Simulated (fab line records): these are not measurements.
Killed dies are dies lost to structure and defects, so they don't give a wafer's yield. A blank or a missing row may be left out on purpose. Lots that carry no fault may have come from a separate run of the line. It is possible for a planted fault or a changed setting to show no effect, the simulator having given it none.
fab line records | flow n5_finfet | part 1 of 2: steps 1 to 19 of 20
[record] lots = 6 wafers = 18 last_day = 17
route steps=1938 shown BEOL_M4@1028 PASSIVATION@1936
lots with no fault: from the same line, run without faults
start_h: hours from the record's opening day to when the first of the lot's shown wafers began | wait_h: how many hours have passed since the lot's step before this one | " the same as in the row above | L1.1+2: a single row standing in for several wafers | - value missing, or start not given | * or withheld: withheld | < > ~ a bound
route shown NAME@n: a module of which the file shows steps, and the number in the route of the first | usual: average and standard deviation across the fault-free wafers | same: alike in all rows | chamber/n: place in a boat | sites: each site's reading | _std_site: standard deviation of those values | _edge_site: outer sites' mean less inner sites' | radius_mm: for every site, how far away it sits from the centre of the wafer | mask NAME#n: copy n | behind: tool/chamber where the wafer was last shaped | hold: why the lot went on hold/how many hours it stayed there/how the hold came to an end | device: transistor that didn't switch, given as n, p or np | end of line: the same wafers' tests at the end of the route | a step with no rows: only its recipe | killed: dies that structure and defects cost at the first sort, which is not the same as the wafer's yield | map: per-die view of a wafer (x killed, . not killed, _ where there is no die)
set.NAME: the setting that was run; set.NAME@STEP: the one run at that earlier step | model.NAME: the simulator's own value behind a step, which no gauge read
lots seen at some steps along the route; tables by step, rows by wafer
services: from which hour (start_h, from the record's first day; less than 0 if before it) a tool's chamber was out of use, for how many hours, and why
[[steps]]
[step N5_BEOL_M4_COAT_05]
[recipe] resist = CAR-EUV spin_rpm = 1500 resist_thk_nm = 30
[step N5_BEOL_M4_EBR_07]
[recipe] solvent = PGMEA ebr_width_mm = 1.5
[step N5_BEOL_M4_SOFTBAKE_06]
[recipe] temp_c = 110 time_s = 60 resist = CAR-EUV
[step N5_BEOL_M4_EXPOSE_08]
[recipe] mask_id = M4 na = 0.33 source_shape = dipole sigma_inner = 0.369 sigma_outer = 0.767 polarization = unpolarized dose_mj = 41.25
[step N5_BEOL_M4_PEB_09]
[recipe] peb_temp_c = 100 peb_time_s = 60 resist = CAR-EUV
[step N5_BEOL_M4_DEVELOP_10]
[recipe] develop_time_s = 30 developer = TMAH resist = CAR-EUV rinse_liquid = surfactant_rinse dry = air_spin dev_temp_c = 23
[step N5_BEOL_M4_CD_MEAS_11]
[recipe] target_cd_nm = 16.79 landing_energy_ev = 500 detector = se_inlens polarity = opening
[usual] cd_nm = 16.83/0.27
// columns lot.wafer tool chamber start_h wait_h cd_nm
L821.1 cd_sem-01 0 200.82 - 16.58
L821.3 " 0 " " 16.39
L821.5 " 0 " " 16.64
L824.2 cd_sem-01 0 205.46 - 16.78
L824.3 " 0 " " 16.83
L824.6 " 0 " " 16.78
L823.2 cd_sem-01 0 215.16 - 16.88
L823.3 " 0 " " 16.76
L823.6 " 0 " " 16.64
L829.2 cd_sem-01 0 244.51 - 16.47
L829.3 " 0 " " 16.52
L829.5 " 0 " " 16.52
L833.2 cd_sem-03 0 262.97 - 16.64
L833.4 " 0 " " 16.83
L833.5 " 0 " " 16.82
L835.1 cd_sem-02 0 285.96 - 16.96
L835.4 " 0 " " 16.70
L835.6 " 0 " " 17.15
[step N5_BEOL_M4_OVL_MEAS_12]
[recipe] points_per_wafer = 522
[usual] M4_OVL = 0.2/0.64
// columns lot.wafer tool chamber start_h wait_h M4_OVL[nm]
L821.1 overlay-02 0 200.85 0.0 -0.6
L821.3 " 0 " " 0.1
L821.5 " 0 " " -0.1
L824.2 overlay-02 0 205.49 0.0 0.6
L824.3 " 0 " " 0.6
L824.6 " 0 " " 1.1
L823.2 overlay-02 0 215.19 0.0 -0.4
L823.3 " 0 " " -0.1
L823.6 " 0 " " 0.1
L829.2 overlay-02 0 244.55 0.0 0.6
L829.3 " 0 " " 1.0
L829.5 " 0 " " 1.9
L833.2 overlay-02 0 263.01 0.0 0.4
L833.4 " 0 " " 0.2
L833.5 " 0 " " 0.7
L835.1 overlay-02 0 285.99 0.0 0.0
L835.4 " 0 " " -0.3
L835.6 " 0 " " -0.1
[step N5_BEOL_M4_INSPECT_13]
[recipe] mode = adi inspect_instrument = brightfield
[usual] raw_defect_count = 436/86
// columns lot.wafer tool chamber start_h wait_h raw_defect_count
L821.1 defect_inspect-01 - 200.92 0.1 570
L821.3 " - " " 381
L821.5 " - " " 363
L824.2 defect_inspect-02 - 205.54 0.0 476
L824.3 " - " " 587
L824.6 " - " " 437
L823.2 defect_inspect-01 - 215.25 0.0 597
L823.3 " - " " 393
L823.6 " - " " 531
L829.2 defect_inspect-01 - 244.60 0.0 357
L829.3 " - " " 348
L829.5 " - " " 378
L833.2 defect_inspect-02 - 263.06 0.0 439
L833.4 " - " " 387
L833.5 " - " " 381
L835.1 defect_inspect-01 - 286.05 0.1 478
L835.4 " - " " 291
L835.6 " - " " 377
[step N5_BEOL_M4_DESCUM_16]
[recipe] chemistry = O2 time_s = 7 source_power_w = 50 bias_power_w = 20 pressure_mtorr = 20 rf_frequency_hz = 2.712e+07 temp_c = 40 resist = CAR-EUV o2_flow_sccm = 225
[usual] drypump_motor_current_A = 5.6/0.42 oes_product_au = 0.80/0.09 rf_vpp_V = 242.9/1.1 showerhead_plenum_p_Torr = 2.06/0.052 throttle_valve_pct = 20.27/0.25
// columns lot.wafer tool chamber start_h wait_h drypump_motor_current_A oes_product_au rf_hours_counter_h rf_vpp_V showerhead_plenum_p_Torr throttle_valve_pct
L821.1 rie_diel-04 2 200.96 0.0 5.5 0.84 66 242.9 2.04 20.15
L821.3 " 1 " " 5.4 0.89 35 241.6 2.05 20.37
L821.5 " 1 " " 5.4 0.89 - 241.6 2.05 20.36
L824.2 rie_diel-04 1 205.58 0.0 5.4 0.89 36 242.9 2.05 20.37
L824.3 " 3 " " 4.9 0.76 175 240.7 1.98 20.32
L824.6 " 3 " " 5.0 0.75 - 242.5 1.98 20.31
L823.2 rie_diel-04 3 215.28 0.0 4.9 0.76 178 241.2 1.98 20.33
L823.3 " 0 " " 6.0 0.70 244 243.1 2.04 20.28
L823.6 " 3 " " 4.9 0.75 - 241.4 1.98 20.33
L829.2 rie_diel-03 0 244.64 0.0 6.4 0.70 208 242.4 2.06 20.52
L829.3 " 2 " " 5.6 0.87 51 243.7 2.11 19.84
L829.5 " 2 " " 5.6 0.88 - 242.4 2.11 19.85
L833.2 rie_diel-03 3 263.23 0.2 5.4 0.98 3 243.8 2.06 20.50
L833.4 " 2 " " 5.6 0.87 - 244.0 2.11 19.85
L833.5 " 0 " " 6.4 0.69 - 242.5 2.06 20.51
L835.1 rie_diel-01 1 286.08 0.0 5.7 0.80 95 244.1 2.10 19.88
L835.4 " 2 " " 5.9 0.88 43 241.6 2.05 20.18
L835.6 " 2 " " 5.9 0.87 - 241.0 2.04 20.19
[step N5_BEOL_M4_ETCH_74]
[recipe] chemistry = N2/H2 target = underlayer target_depth_a = 65 mask_material = CAR-EUV time_s = 5.2 ion_energy_ev = 200 pressure_mtorr = 30 source_w = 840 bias_w = 150 n2_flow_sccm = 200 h2_flow_sccm = 200 ends = cleared
[usual] drypump_motor_current_A = 5.6/0.42 etch_rf_on_time_s = 5.17/0.13 oes_product_au = 0.69/0.077 rf_vpp_V = 523.1/2.2 showerhead_plenum_p_Torr = 2.51/0.059 throttle_valve_pct = 17.71/0.27
// columns lot.wafer tool chamber start_h wait_h drypump_motor_current_A etch_rf_on_time_s oes_product_au rf_hours_counter_h rf_vpp_V showerhead_plenum_p_Torr throttle_valve_pct
L821.1 rie_diel-04 2 200.99 0.0 5.5 5.10 0.70 66 521.2 2.45 17.35
L821.3 " 1 " " 5.4 5.07 0.76 35 521.0 2.48 17.81
L821.5 " 1 " " 5.4 5.06 0.75 - 523.4 2.48 17.81
L824.2 rie_diel-04 1 205.61 0.0 5.4 5.13 0.76 36 522.9 2.48 17.80
L824.3 " 3 " " 4.9 5.54 0.63 175 520.4 2.45 18.05
L824.6 " 3 " " 4.9 5.51 0.63 - 520.3 2.45 18.01
L823.2 rie_diel-04 3 215.31 0.0 4.9 5.47 0.62 178 519.9 2.45 18.02
L823.3 " 0 " " 6.1 5.21 0.60 244 522.6 2.47 17.70
L823.6 " 3 " " 4.9 5.47 0.63 - 520.6 2.45 18.06
L829.2 rie_diel-03 0 244.67 0.0 6.3 5.31 0.59 208 522.7 2.51 17.91
L829.3 " 2 " " 5.6 5.14 0.75 51 523.6 2.58 17.36
L829.5 " 2 " " 5.7 5.17 0.74 - 523.2 2.58 17.35
L833.2 rie_diel-03 3 263.26 0.0 5.4 5.06 0.84 3 524.5 2.51 17.94
L833.4 " 2 " " 5.6 5.20 0.73 - 524.4 2.58 17.39
L833.5 " 0 " " 6.3 5.35 0.59 - 525.1 2.50 17.91
L835.1 rie_diel-01 1 286.12 0.0 5.8 5.15 0.69 95 524.2 2.56 17.29
L835.4 " 2 " " 5.9 5.21 0.74 43 522.0 2.49 17.67
L835.6 " 2 " " 5.9 5.25 0.73 - 523.0 2.49 17.65
[step N5_BEOL_M4_ETCH_63]
[recipe] chemistry = CF4 target = SiARC target_depth_a = 156 mask_material = CAR-EUV time_s = 26 ion_energy_ev = 80 pressure_mtorr = 40 source_w = 545 bias_w = 36 Ar_flow_sccm = 100 cf4_flow_sccm = 100 ends = cleared
[usual] drypump_motor_current_A = 5.6/0.42 etch_rf_on_time_s = 25.7/0.59 oes_product_au = 0.69/0.076 rf_vpp_V = 183.8/1 showerhead_plenum_p_Torr = 2.12/0.049 throttle_valve_pct = 15.51/0.27
// columns lot.wafer tool chamber start_h wait_h drypump_motor_current_A etch_rf_on_time_s oes_product_au rf_hours_counter_h rf_vpp_V showerhead_plenum_p_Torr throttle_valve_pct
L821.1 rie_diel-04 2 201.01 0.0 5.5 25.8 0.69 66 182.6 2.08 15.28
L821.3 " 1 " " 5.4 25.6 0.77 35 180.8 2.08 15.43
L821.5 " 1 " " 5.4 25.6 0.76 - 183.9 2.08 15.43
L824.2 rie_diel-04 1 205.63 0.0 5.4 25.4 0.76 36 183.3 2.08 15.44
L824.3 " 3 " " 4.9 27.0 0.64 175 183.5 2.05 15.69
L824.6 " 3 " " 5.0 26.9 0.64 - 183.2 2.05 15.69
L823.2 rie_diel-04 3 215.33 0.0 4.9 26.7 0.63 178 182.3 2.05 15.68
L823.3 " 0 " " 6.1 25.6 0.61 244 184.2 2.10 15.75
L823.6 " 3 " " 4.9 26.7 0.64 - 182.9 2.05 15.68
L829.2 rie_diel-03 0 244.69 0.0 6.3 26.0 0.60 208 183.2 2.13 15.90
L829.3 " 2 " " 5.6 25.5 0.75 51 183.4 2.16 15.10
L829.5 " 2 " " 5.6 25.7 0.75 - 182.7 2.16 15.09
L833.2 rie_diel-03 3 263.28 0.0 5.4 25.1 0.84 3 183.5 2.09 15.55
L833.4 " 2 " " 5.6 26.0 0.73 - 185.1 2.16 15.09
L833.5 " 0 " " 6.4 26.3 0.59 - 184.1 2.13 15.91
L835.1 rie_diel-01 1 286.14 0.0 5.7 25.7 0.68 95 185.1 2.17 15.19
L835.4 " 2 " " 5.9 26.3 0.73 43 183.9 2.11 15.42
L835.6 " 2 " " 5.9 26.1 0.74 - 184.0 2.11 15.43
[step N5_BEOL_M4_ETCH_64]
[recipe] chemistry = N2/H2 target = SOC target_depth_a = 750 overetch_a = 225 mask_material = SiARC temp_c = 40 time_s = 121.9 ion_energy_ev = 200 pressure_mtorr = 30 source_w = 840 bias_w = 150 n2_flow_sccm = 200 h2_flow_sccm = 200
[usual] drypump_motor_current_A = 5.6/0.42 oes_product_au = 0.61/0.064 rf_vpp_V = 523.1/1.8 showerhead_plenum_p_Torr = 2.51/0.059 throttle_valve_pct = 17.66/0.27
// columns lot.wafer tool chamber start_h wait_h drypump_motor_current_A oes_product_au rf_hours_counter_h rf_vpp_V showerhead_plenum_p_Torr throttle_valve_pct model.SiARC_of_BEOL_M4_COAT_62.thk_nm model.BEOL_M4.cd_offset_nm
L821.1 rie_diel-04 2 201.04 0.0 5.5 0.62 66 522.9 2.45 17.27 6.2 0
L821.3 " 1 " " 5.4 0.67 35 523.6 2.48 17.76 6.2 0.2
L821.5 " 1 " " 5.4 0.66 - 523.6 2.48 17.75 6.2 0
L824.2 rie_diel-04 1 205.66 0.0 5.4 0.67 37 523.2 2.48 17.77 6.2 0.2
L824.3 " 3 " " 4.9 0.58 175 519.9 2.45 17.98 6.8 -0.2
L824.6 " 3 " " 5.0 0.49 - 520.7 2.45 17.97 4.6 0.6
L823.2 rie_diel-04 3 215.36 0.0 5.0 0.57 178 521.3 2.45 18.00 6.8 -0.2
L823.3 " 0 " " 6.1 0.53 244 523.3 2.47 17.63 6.2 0
L823.6 " 3 " " 5.0 0.49 - 520.3 2.45 17.96 4.6 0.6
L829.2 rie_diel-03 0 244.71 0.0 6.4 0.54 208 523.1 2.51 17.87 6.6 0
L829.3 " 2 " " 5.6 0.66 51 525.3 2.58 17.33 6.2 -0.4
L829.5 " 2 " " 5.7 0.65 - 525.7 2.58 17.31 6.2 -0.4
L833.2 rie_diel-03 3 263.31 0.0 5.4 0.74 3 521.7 2.51 17.90 6.2 0
L833.4 " 2 " " 5.6 0.65 - 525.6 2.58 17.34 6.2 0
L833.5 " 0 " " 6.4 0.53 - 525.0 2.50 17.88 6.6 0.2
L835.1 rie_diel-01 1 286.16 0.0 5.8 0.60 96 522.7 2.56 17.26 6.4 -0.2
L835.4 " 2 " " 5.9 0.66 43 522.1 2.49 17.62 6.4 0.4
L835.6 " 2 " " 5.9 0.66 - 521.6 2.49 17.64 6.4 0
[step N5_BEOL_M4_STRIP_65]
[recipe] chemistry = N2/H2 temp_c = 40 n2_flow_sccm = 200 h2_flow_sccm = 200 rf_frequency_hz = 6e+07
[step N5_BEOL_M4_STRIP_75]
[recipe] chemistry = N2/H2 temp_c = 40 n2_flow_sccm = 200 h2_flow_sccm = 200 rf_frequency_hz = 6e+07
[step N5_BEOL_M4_STRIP_66]
[recipe] chemistry = CF4 resist = SiARC power_w = 300 bias_power_w = 75 pressure_mtorr = 50 cf4_flow_sccm = 150 rf_frequency_hz = 6e+07
[usual] drypump_motor_current_A = 5.6/0.42 oes_product_au = 0.79/0.083 rf_vpp_V = 270.7/1.4 showerhead_plenum_p_Torr = 1.77/0.038 throttle_valve_pct = 13.49/0.29
// columns lot.wafer tool chamber start_h wait_h drypump_motor_current_A oes_product_au rf_hours_counter_h rf_vpp_V showerhead_plenum_p_Torr throttle_valve_pct
L821.1 rie_diel-04 2 201.17 0.0 5.5 0.80 66 268.6 1.74 13.28
L821.3 " 1 " " 5.4 0.88 35 271.0 1.75 13.39
L821.5 " 1 " " 5.4 0.87 - 269.9 1.75 13.40
L824.2 rie_diel-04 1 205.79 0.0 5.4 0.87 37 270.1 1.75 13.40
L824.3 " 3 " " 4.9 0.75 175 269.6 1.71 13.67
L824.6 " 3 " " 4.9 0.75 - 269.9 1.71 13.65
L823.2 rie_diel-04 3 215.49 0.0 4.9 0.75 178 267.8 1.71 13.68
L823.3 " 0 " " 6.0 0.69 244 270.7 1.77 13.78
L823.6 " 3 " " 4.9 0.76 - 267.8 1.71 13.67
L829.2 rie_diel-03 0 244.85 0.0 6.4 0.70 208 271.9 1.79 13.89
L829.3 " 2 " " 5.6 0.85 51 272.8 1.82 13.11
L829.5 " 2 " " 5.6 0.85 - 272.6 1.82 13.11
L833.2 rie_diel-03 3 263.44 0.0 5.4 0.95 3 269.3 1.75 13.48
L833.4 " 2 " " 5.6 0.85 - 272.6 1.82 13.13
L833.5 " 0 " " 6.4 0.70 - 269.0 1.78 13.90
L835.1 rie_diel-01 1 286.30 0.0 5.8 0.78 96 271.8 1.81 13.14
L835.4 " 2 " " 5.9 0.85 43 268.8 1.76 13.34
L835.6 " 2 " " 5.9 0.86 - 269.8 1.76 13.32
[step N5_BEOL_M4_HM_OPEN_17]
[recipe] chemistry = Cl2/BCl3 target_depth_a = 200 overetch_a = 60 target = TiN mask_material = SOC ion_energy_ev = 150 pressure_mtorr = 10 icp_w = 1000 bias_w = 126 Cl2_flow_sccm = 53.25 bcl3_flow_sccm = 21.75 Ar_flow_sccm = 25
[usual] drypump_motor_current_A = 5.8/0.42 oes_product_au = 0.67/0.093 throttle_valve_pct = 21.8/0.31
// columns lot.wafer tool chamber start_h wait_h drypump_motor_current_A oes_product_au rf_hours_counter_h throttle_valve_pct model.etch.depth_nm model.BEOL_M4.cd_offset_nm
L821.1 rie_metal-02 0 201.21 0.0 5.9 0.73 19 21.5 19.87 0.4
L821.3 " 0 " " 5.9 0.73 - 21.5 19.75 0.6
L821.5 " 0 " " 5.9 0.73 - 21.5 19.93 0.4
L824.2 rie_metal-03 0 205.86 0.1 6.2 0.51 - 22.2 19.94 0.4
L824.3 " 0 " " 6.2 0.51 - 22.2 20.37 0
L824.6 " 0 " " 6.2 0.44 - 22.4 15.37 0.8
L823.2 rie_metal-03 1 215.56 0.1 6.2 0.83 - 22.0 19.85 -0.2
L823.3 " 1 " " 6.2 0.81 - 22.0 19.96 -0.2
L823.6 " 1 " " 6.2 0.72 - 22.1 15.25 0.6
L829.2 rie_metal-01 1 244.89 0.0 5.3 0.66 44 22.0 20.3 -0.2
L829.3 " 0 " " 5.8 0.71 - 21.5 19.88 -0.4
L829.5 " 0 " " 5.8 0.71 - 21.5 20.17 -0.4
L833.2 rie_metal-01 1 263.48 0.0 5.3 0.66 45 22.0 20.21 -0.2
L833.4 " 0 " " 5.8 0.71 - 21.5 19.52 0
L833.5 " 1 " " 5.3 0.65 - 22.0 19.62 0.2
L835.1 rie_metal-01 1 286.34 0.0 5.3 0.66 47 22.0 20.39 -0.2
L835.4 " 0 " " 5.8 0.71 - 21.5 20.15 0.4
L835.6 " 1 " " 5.3 0.66 - 22.0 20.21 0
[step N5_BEOL_M4_STRIP_19]
[recipe] chemistry = O2 power_w = 400 temp_c = 40 pressure_mtorr = 30 rf_frequency_hz = 6e+07 bias_power_w = 0 overash_fraction = 0.2 o2_flow_sccm = 225
[usual] drypump_motor_current_A = 5.6/0.36 oes_product_au = 0.80/0.093 rf_vpp_V = 3.7/0.45 showerhead_plenum_p_Torr = 2.07/0.055 throttle_valve_pct = 16.55/0.28
// columns lot.wafer tool chamber start_h wait_h drypump_motor_current_A oes_product_au rf_hours_counter_h rf_vpp_V showerhead_plenum_p_Torr throttle_valve_pct
L821.1 rie_diel-04 3 201.42 0.2 4.9 0.76 174 3.4 1.98 16.63
L821.3 " 0 " " 6.1 0.70 239 2.7 2.04 16.66
L821.5 " 0 " " 6.1 0.71 - 3.5 2.04 16.65
L824.2 rie_diel-04 3 206.03 0.1 4.9 0.76 175 3.8 1.98 16.64
L824.3 " 0 " " 6.1 0.71 241 4.1 2.04 16.65
L824.6 " 3 " " 4.9 0.76 - 3.3 1.98 16.66
L823.2 rie_diel-03 3 215.73 0.1 5.4 0.67 244 3.6 2.07 17.17
L823.3 " 1 " " 5.1 0.88 24 3.3 2.14 16.49
L823.6 " 3 " " 5.4 0.67 - 3.7 2.07 17.18
L829.2 rie_diel-01 2 245.00 0.1 5.9 0.90 30 3.4 2.05 16.41
L829.3 " 3 " " 5.3 0.69 207 4.7 2.17 16.79
L829.5 " 0 " " 5.7 0.70 - 3.5 1.98 16.74
L833.2 rie_diel-03 3 263.60 0.1 5.4 0.97 3 3.2 2.07 16.71
L833.4 " 0 " " 6.4 0.69 - 2.9 2.06 16.82
L833.5 " 3 " " 5.4 0.98 - 3.6 2.07 16.72
L835.1 rie_diel-01 1 286.49 0.1 5.7 0.80 96 3.6 2.10 16.15
L835.4 " 2 " " 5.9 0.87 44 3.7 2.05 16.43
L835.6 " 0 " " 5.8 0.69 - 3.8 1.97 16.78
[step N5_BEOL_M4_RC_MEAS_101]
[usual] DIBL_N = 36.2/2 DIBL_P = 36.1/2.4 IOFF_N = 0.16/0.035 IOFF_P = 0.22/0.041 ION_N = 675/14 ION_P = 465/8.6 SS_N = 71.5/0.64 SS_P = 73.2/0.76 VT_N = 250/3.9 VT_P = -249/3.4
// columns lot.wafer tool chamber start_h wait_h DIBL_N[mV/V] DIBL_P[mV/V] IOFF_N[nA/um] IOFF_P[nA/um] ION_N[uA/um] ION_P[uA/um] SS_N[mV/dec] SS_P[mV/dec] VT_N[mV] VT_P[mV]
L821.1 prober-02 0 209.04 0.0 37.4 37.3 0.16 0.22 683 469 71.6 73.8 252 -248
L821.3 " 0 " " 34.9 34.7 0.13 0.18 667 455 71.1 72.7 251 -251
L821.5 " 0 " " 37.7 37.6 0.17 0.23 684 471 72.4 72.5 251 -251
L824.2 prober-01 0 213.38 0.2 37.6 39.5 0.20 0.28 695 472 71.6 73.4 246 -245
L824.3 " 0 " " 37.8 40.3 0.21 0.30 688 479 71.5 73.7 245 -243
L824.6 " 0 " " 36.3 36.5 0.17 0.24 683 467 71.7 72.4 248 -246
L823.2 prober-01 0 225.86 0.2 36.4 36.7 0.16 0.25 674 471 71.6 73.3 246 -244
L823.3 " 0 " " 36.0 36.4 0.15 0.26 670 471 71.7 72.5 249 -245
L823.6 " 0 " " 37.1 37.3 0.17 0.26 676 473 71.8 72.7 249 -244
L829.2 prober-01 0 256.02 0.2 36.8 37.7 0.16 0.23 687 467 72.1 73.8 248 -248
L829.3 " 0 " " 40.6 41.0 0.24 0.29 693 469 72.9 73.8 243 -247
L829.5 " 0 " " 39.8 40.7 0.21 0.27 682 468 72.6 74.4 248 -247
L833.2 prober-02 0 272.44 0.2 36.9 35.5 0.15 0.19 667 455 71.9 73.3 252 -254
L833.4 " 0 " " 37.5 36.9 0.18 0.23 683 469 72.2 73.4 246 -247
L833.5 " 0 " " 35.0 33.8 0.13 0.18 679 471 70.1 73.1 254 -251
L835.1 prober-02 0 293.08 0.0 37.7 38.8 0.20 0.26 680 471 71.8 73.9 249 -249
L835.4 " 0 " " 38.1 37.5 0.18 0.22 685 469 72.8 73.9 251 -250
L835.6 " 0 " " 34.9 35.0 0.14 0.18 665 457 71.4 73.3 254 -252
[[key]]
first_sign none at tools or gauges
[model_effect] step = N5_BEOL_M4_ETCH_64 value = SiARC_of_BEOL_M4_COAT_62.thk_nm without = 6.8 struck = 4.6
[model_effect] step = N5_BEOL_M4_HM_OPEN_17 value = etch.depth_nm without = 20.01 struck = 15.31
met_at N5_BEOL_M4_ETCH_64
struck_wafers L823.6,L824.6
onset_between 201.04 205.66
[fault] kind = process_parameter_drift tool = rie_diel-04 chamber = - onset_h = 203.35 steps = N5_BEOL_M4_ETCH_64 channel = time_s offset = * shape = step end_h = 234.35 scope = struck_wafers_only acts_in = * stated = *
